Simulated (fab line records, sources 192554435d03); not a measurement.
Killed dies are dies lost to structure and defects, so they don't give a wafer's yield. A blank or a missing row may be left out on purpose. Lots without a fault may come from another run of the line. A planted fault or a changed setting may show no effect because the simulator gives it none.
Which tool did it? | flow n5_finfet | 9 lots, 24 wafers sampled, at 6 steps of a route of 1938

WHAT THE GAUGES READ, wafer by wafer
N5_MOL_CONTACT_COAG_INSPECT_97: inspects for defects (darkfield). Usual: raw_defect_count 46, standard deviation 16.
lot  | measured     | on                | raw_defect_count | flag
L546 | day 5 17:09  | defect_inspect-02 | 65 41 45         |
L551 | day 6 21:00  | defect_inspect-01 | 54 49 93         |
L554 | day 8 01:43  | defect_inspect-01 | 33 52 31         |
L557 | day 8 18:29  | defect_inspect-02 | 59 67 55         |
L562 | day 10 05:17 | defect_inspect-01 | 65 1042          | OFF
L563 | day 10 08:20 | defect_inspect-01 | 33 1199          | OFF
L564 | day 10 13:30 | defect_inspect-02 | 37 985           | OFF
L566 | day 10 19:31 | defect_inspect-02 | 55 41 50         |
L567 | day 11 03:29 | defect_inspect-02 | 37 38 61         |

N5_BEOL_M4_RC_MEAS_101. Usual: DIBL_N 36.3 mV/V, standard deviation 1.2; DIBL_P 36.7 mV/V, standard deviation 1.5; IOFF_N 0.164 nA/um, standard deviation 0.02; IOFF_P 0.214 nA/um, standard deviation 0.024; ION_N 673 uA/um, standard deviation 8.5; ION_P 461 uA/um, standard deviation 5.9; SS_N 71.6 mV/dec, standard deviation 0.44; SS_P 73.3 mV/dec, standard deviation 0.55; VT_N 249.4 mV, standard deviation 2.4; VT_P -250.0 mV, standard deviation 2.3.
lot  | measured     | on        | DIBL_N (mV/V)  | DIBL_P (mV/V)  | IOFF_N (nA/um)    | IOFF_P (nA/um)    | ION_N (uA/um) | ION_P (uA/um) | SS_N (mV/dec)  | SS_P (mV/dec)  | VT_N (mV)         | VT_P (mV)            | flag
L546 | day 8 04:02  | prober-02 | 36.6 36.5 37.0 | 35.3 34.2 35.8 | 0.157 0.150 0.172 | 0.211 0.201 0.227 | 666 667 672   | 463 459 464   | 71.3 72.1 71.7 | 72.8 73.1 73.0 | 249.4 252.6 248.8 | -248.3 -251.7 -248.0 |
L551 | day 9 11:40  | prober-01 | 36.4 33.3 35.5 | 36.7 33.2 35.5 | 0.144 0.112 0.134 | 0.225 0.173 0.205 | 652 676 669   | 459 465 464   | 70.8 70.8 71.2 | 73.0 71.9 72.8 | 252.7 254.2 252.9 | -248.0 -249.8 -250.0 |
L554 | day 10 16:14 | prober-01 | 36.3 36.8 36.5 | 37.8 38.2 37.6 | 0.171 0.169 0.159 | 0.235 0.243 0.227 | 689 678 676   | 472 466 464   | 71.7 71.7 71.7 | 73.8 72.6 73.7 | 245.1 248.6 250.6 | -249.2 -249.1 -249.4 |
L557 | day 11 07:54 | prober-02 | 37.8 36.2 37.2 | 36.6 35.0 35.5 | 0.164 0.148 0.161 | 0.201 0.183 0.202 | 673 663 663   | 456 451 451   | 71.4 71.5 72.0 | 73.5 73.3 73.1 | 248.8 250.9 250.2 | -251.1 -253.0 -249.0 |
L562 | day 12 19:00 | prober-02 | 35.6           | 36.9           | 0.173             | 0.209             | 675           | 461           | 72.3           | 73.1           | 249.2             | -250.9               |
L563 | day 12 17:26 | prober-01 | 32.4           | 33.5           | 0.114             | 0.160             | 662           | 455           | 71.1           | 72.2           | 254.5             | -253.9               | OFF
L564 | day 12 22:38 | prober-01 | 35.7           | 35.6           | 0.168             | 0.209             | 691           | 464           | 71.4           | 73.6           | 247.4             | -251.4               |
L566 | day 13 12:11 | prober-01 | 36.0 37.5 36.9 | 36.4 38.9 38.2 | 0.163 0.194 0.180 | 0.219 0.256 0.244 | 675 671 674   | 461 460 465   | 71.3 71.9 71.4 | 73.2 73.7 73.9 | 246.9 245.0 247.3 | -248.3 -248.7 -248.9 |
L567 | day 13 14:47 | prober-02 | 38.4 39.1 37.7 | 38.8 39.1 37.5 | 0.186 0.205 0.175 | 0.236 0.240 0.207 | 677 685 684   | 466 467 463   | 71.4 72.2 71.6 | 73.5 73.5 72.5 | 249.3 246.7 248.6 | -249.4 -248.1 -252.9 |

WHICH TOOL RAN EACH LOT (tool, then ch and the chambers of the sampled wafers, then the start)
lot  | N5_MOL_CONTACT_COAG_ETCH_66        | N5_MOL_CONTACT_COAG_ETCH_67        | N5_MOL_CONTACT_COAG_CMP_52    | N5_BEOL_M0_SAQP_PECVD_03
L546 | rie_diel-01 ch 0,3, day 5 12:12    | rie_diel-04 ch 0,1, day 5 12:30    | cmp-03 ch 0,3, day 5 13:48    | pecvd-03 ch 0,2, day 5 18:38
L551 | rie_diel-03 ch 0,1,3, day 6 16:07  | rie_diel-03 ch 1,3, day 6 16:24    | cmp-03 ch 0,1,2, day 6 17:40  | pecvd-03 ch 0,2, day 6 22:26
L554 | rie_diel-03 ch 1,2, day 7 18:28    | rie_diel-04 ch 0,1,2, day 7 18:46  | cmp-04 ch 1,2, day 7 19:41    | pecvd-04 ch 0,1,2, day 8 02:58
L557 | rie_diel-03 ch 2,3, day 8 13:17    | rie_diel-03 ch 0,2, day 8 14:10    | cmp-01 ch 0,2, day 8 15:08    | pecvd-03 ch 0,1,2, day 8 19:24
L562 | rie_diel-01 ch 2, day 10 00:34     | rie_diel-03 ch 1,2, day 10 00:56   | cmp-03 ch 1,2, day 10 02:02   | pecvd-04 ch 0, day 10 06:24
L563 | rie_diel-01 ch 1,3, day 10 01:53   | rie_diel-03 ch 1,2, day 10 02:17   | cmp-03 ch 0,2, day 10 03:19   | pecvd-02 ch 1, day 10 09:10
L564 | rie_diel-01 ch 2,3, day 10 08:48   | rie_diel-01 ch 0,3, day 10 09:12   | cmp-03 ch 1,2, day 10 10:10   | pecvd-04 ch 0, day 10 14:05
L566 | rie_diel-04 ch 0,2,3, day 10 14:42 | rie_diel-01 ch 0,2, day 10 14:59   | cmp-04 ch 0,3, day 10 15:55   | pecvd-02 ch 1,2, day 10 20:48
L567 | rie_diel-01 ch 0,2, day 10 22:50   | rie_diel-04 ch 1,2,3, day 10 23:08 | cmp-04 ch 0,2,3, day 11 00:11 | pecvd-02 ch 0,1,2, day 11 07:02
- N5_MOL_CONTACT_COAG_ETCH_66: etches SiARC in CF4, target depth 13 nm, time 21.7 s.
- N5_MOL_CONTACT_COAG_ETCH_67: etches SOC in N2/H2, target depth 60 nm, overetch 21 nm, time 101.2 s.
- N5_MOL_CONTACT_COAG_CMP_52: polishes, stops on SiO2, t overpolish 1.5 s, target thk 66.5 nm.
- N5_BEOL_M0_SAQP_PECVD_03: deposits SiCN from 3MS/NH3, target thk 12 nm, time 21.1 s.

WHAT THE TOOLS THEMSELVES READ (means of the sampled wafers that have a number; where no wafer has one, the mark that the record gives instead)
N5_MOL_CONTACT_COAG_ETCH_66. Usual: drypump_motor_current_A 6.0 A, standard deviation 0.37; etch_rf_on_time_s 21.8 s, standard deviation 0.3; oes_product_au 0.65 a.u., standard deviation 0.073; rf_vpp_V 184.4 V, standard deviation 1; showerhead_plenum_p_Torr 2.16 Torr, standard deviation 0.052; throttle_valve_pct 15.70 %, standard deviation 0.16.
lot  | tool        | drypump_motor_current_A (A) | etch_rf_on_time_s (s) | oes_product_au (a.u.) | rf_vpp_V (V) | showerhead_plenum_p_Torr (Torr) | throttle_valve_pct (%) | flag
L546 | rie_diel-01 | 6.2                         | 21.4                  | 0.78                  | 185.5        | 2.21                            | 15.60                  |
L551 | rie_diel-03 | 5.9                         | 21.9                  | 0.60                  | 184.0        | 2.14                            | 15.76                  |
L554 | rie_diel-03 | 5.9                         | 22.0                  | 0.59                  | 184.8        | 2.12                            | 15.91                  |
L557 | rie_diel-03 | 5.9                         | 22.0                  | 0.61                  | 184.7        | 2.12                            | 15.77                  |
L562 | rie_diel-01 | 5.9                         | 22.0                  | 0.63                  | 183.7        | 2.14                            | 15.52                  |
L563 | rie_diel-01 | 6.3                         | 21.6                  | 0.67                  | 184.1        | 2.15                            | 15.81                  |
L564 | rie_diel-01 | 5.9                         | 22.0                  | 0.67                  | 183.4        | 2.16                            | 15.60                  |
L566 | rie_diel-04 | 5.6                         | 21.8                  | 0.66                  | 184.2        | 2.11                            | 15.64                  |
L567 | rie_diel-01 | 6.1                         | 22.0                  | 0.66                  | 185.7        | 2.18                            | 15.57                  |

N5_MOL_CONTACT_COAG_ETCH_67. Usual: drypump_motor_current_A 5.9 A, standard deviation 0.38; h2_flow_sccm 199.9 sccm, standard deviation 0.58; oes_product_au 0.64 a.u., standard deviation 0.065; rf_vpp_V 524.6 V, standard deviation 2; showerhead_plenum_p_Torr 2.57 Torr, standard deviation 0.064; throttle_valve_pct 17.94 %, standard deviation 0.14.
lot  | tool        | drypump_motor_current_A (A) | h2_flow_sccm (sccm) | oes_product_au (a.u.) | rf_vpp_V (V) | showerhead_plenum_p_Torr (Torr) | throttle_valve_pct (%) | flag
L546 | rie_diel-04 | 5.6                         | 200.0               | 0.64                  | 525.3        | 2.62                            | 18.06                  |
L551 | rie_diel-03 | 6.1                         | 200.8               | 0.59                  | 523.7        | 2.51                            | 18.01                  |
L554 | rie_diel-04 | 5.4                         | 199.5               | 0.62                  | 524.4        | 2.57                            | 18.05                  |
L557 | rie_diel-03 | 5.6                         | 200.1               | 0.59                  | 524.5        | 2.59                            | 17.89                  |
L562 | rie_diel-03 | 5.9                         | 199.8               | 0.70                  | 522.8        | 2.51                            | 17.93                  |
L563 | rie_diel-03 | 5.9                         | 199.6               | 0.69                  | 523.4        | 2.51                            | 17.92                  |
L564 | rie_diel-01 | 6.2                         | 200.1               | 0.70                  | 526.4        | 2.63                            | 17.93                  |
L566 | rie_diel-01 | 6.1                         | 199.5               | 0.64                  | 524.1        | 2.59                            | 17.82                  |
L567 | rie_diel-04 | 5.6                         | 200.5               | 0.66                  | 524.2        | 2.55                            | 17.99                  |

N5_MOL_CONTACT_COAG_CMP_52. Usual: head_pressure_psi 4.001 psi, standard deviation 0.0087; motor_current_A 12.2 A, standard deviation 1.3; overpolish_run_s 1.500 s, standard deviation 0.0097; slurry_filter_dp_kPa 13.50 kPa, standard deviation 0.16; time_to_endpoint_s 13.5 s, standard deviation 1.9.
lot  | tool   | head_pressure_psi (psi) | motor_current_A (A) | overpolish_run_s (s) | slurry_filter_dp_kPa (kPa) | time_to_endpoint_s (s) | flag
L546 | cmp-03 | 4.007                   | 13.0                | 1.504                | 13.36                      | 13.7                   |
L551 | cmp-03 | 3.999                   | 11.3                | 1.498                | 13.48                      | 13.0                   |
L554 | cmp-04 | 4.008                   | 12.2                | 1.484                | 13.45                      | 10.7                   |
L557 | cmp-01 | 3.990                   | 13.4                | 1.500                | 13.60                      | 13.3                   |
L562 | cmp-03 | 4.003                   | 10.6                | 0.773                | 13.70                      | 19.9                   | OFF
L563 | cmp-03 | 4.001                   | 12.1                | 0.775                | 13.64                      | 20.1                   | OFF
L564 | cmp-03 | 4.000                   | 10.8                | 0.764                | 13.50                      | 19.1                   | OFF
L566 | cmp-04 | 4.013                   | 11.1                | 1.499                | 13.49                      | 13.7                   |
L567 | cmp-04 | 4.000                   | 11.2                | 1.502                | 13.46                      | 14.6                   |

N5_BEOL_M0_SAQP_PECVD_03. Usual: showerhead_plenum_p_Torr 3.659 Torr, standard deviation 0.011; throttle_valve_pct 9.0 %, standard deviation 0.43.
lot  | tool     | showerhead_plenum_p_Torr (Torr) | throttle_valve_pct (%) | flag
L546 | pecvd-03 | 3.655                           | 8.8                    |
L551 | pecvd-03 | 3.660                           | 8.9                    |
L554 | pecvd-04 | 3.662                           | 9.3                    |
L557 | pecvd-03 | 3.656                           | 8.8                    |
L562 | pecvd-04 | 3.653                           | 8.8                    |
L563 | pecvd-02 | 3.670                           | 9.4                    |
L564 | pecvd-04 | 3.661                           | 9.1                    |
L566 | pecvd-02 | 3.676                           | 9.1                    |
L567 | pecvd-02 | 3.659                           | 9.0                    |

THE ANSWER, worked out from the rows above alone
Rule: a lot is off if the mean of its wafers that have a number lies more than 3 standard deviations from the usual mean. A lot without any number at a reading at which 4 lots or more have one is off too. The other lots that the step has rows for count as sound. The gauges are gone through in route order, then the tools' own readings, and for those a lot's mean is taken as printed above. The first step at which some lot is off is used, and at that step the reading that is off furthest; a lot without a number counts as furthest.
Off: L562, L563, L564, at N5_MOL_CONTACT_COAG_INSPECT_97 (raw_defect_count).
A tool fits if, at a process step before that reading, it ran every lot that is off, and no sound lot after the first of them. The gauges at N5_MOL_CONTACT_COAG_INSPECT_97 aren't tried: what is off there is off at N5_MOL_CONTACT_COAG_CMP_52 too, on other tools, and a gauge's error can't cause that. One fits: cmp-03 at N5_MOL_CONTACT_COAG_CMP_52. Its last sound lot is L551 (day 6 17:40), its first lot that is off L562 (day 10 02:02): a fault that began between those two fits.
The tool's own readings at N5_MOL_CONTACT_COAG_CMP_52 bear it out: on the lots that are off they differ by more than 5 times the standard deviation of the sound lots' means. overpolish_run_s reads 0.771 s there against 1.498 s on the sound lots; time_to_endpoint_s reads 19.7 s there against 13.2 s on the sound lots.

WHAT THE SIMULATOR HAD PUT IN
Process parameter drift: cmp-03, from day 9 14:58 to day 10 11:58, at N5_MOL_CONTACT_COAG_CMP_52. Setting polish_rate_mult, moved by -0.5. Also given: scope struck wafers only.
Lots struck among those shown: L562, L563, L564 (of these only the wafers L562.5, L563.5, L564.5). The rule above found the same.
